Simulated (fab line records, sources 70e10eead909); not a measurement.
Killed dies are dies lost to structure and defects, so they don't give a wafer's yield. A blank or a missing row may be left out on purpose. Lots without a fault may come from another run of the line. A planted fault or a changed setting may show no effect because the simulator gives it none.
Chamber matching | flow nand_harc | NHARC_A_STAIRCASE_DESCUM_252 on rie_diel-10: 4 sister chambers
The step chemistry O2, time 3 s. 4 wafers are shown with their chamber, then 7 later ones without.

WAFERS WITH THEIR CHAMBER
wafer  | chamber | drypump_motor_current_A (A)
L082.4 | 1       | 5.1
L089.1 | 2       | 5.3
L095.2 | 0       | 5.4
L095.5 | 3       | 6.2

WAFERS WITHOUT THEIR CHAMBER
wafer  | drypump_motor_current_A (A)
L095.6 | 5.3
L096.3 | 5.3
L096.5 | 5.3
L096.6 | 6.2
L097.1 | 5.3
L097.2 | 6.1
L097.4 | 5.1

WHICH CHAMBER EACH WENT THROUGH
wafer  | from the rows above | in truth
L095.6 | 2                   | 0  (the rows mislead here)
L096.3 | 2                   | 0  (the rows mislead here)
L096.5 | 2                   | 2
L096.6 | 3                   | 3
L097.1 | 2                   | 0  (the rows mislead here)
L097.2 | 3                   | 3
L097.4 | 1                   | 1
Placed correctly: 4 of 7. Can't be placed from these rows: 0. Placed wrongly: 3.
How it was worked out, from the rows above alone: a wafer's distance from a chamber is the root of the sum, over the readings, of the square of ((its reading less the chamber's mean) divided by the reading's scatter). The wafer belongs to the nearest chamber; if the next one is less than 2 further off, it can't be placed. A chamber's mean is the mean of its shown wafers. The scatter: with one shown wafer a chamber, the root of the mean of the squares of how far each hidden wafer lies from its nearest shown one.
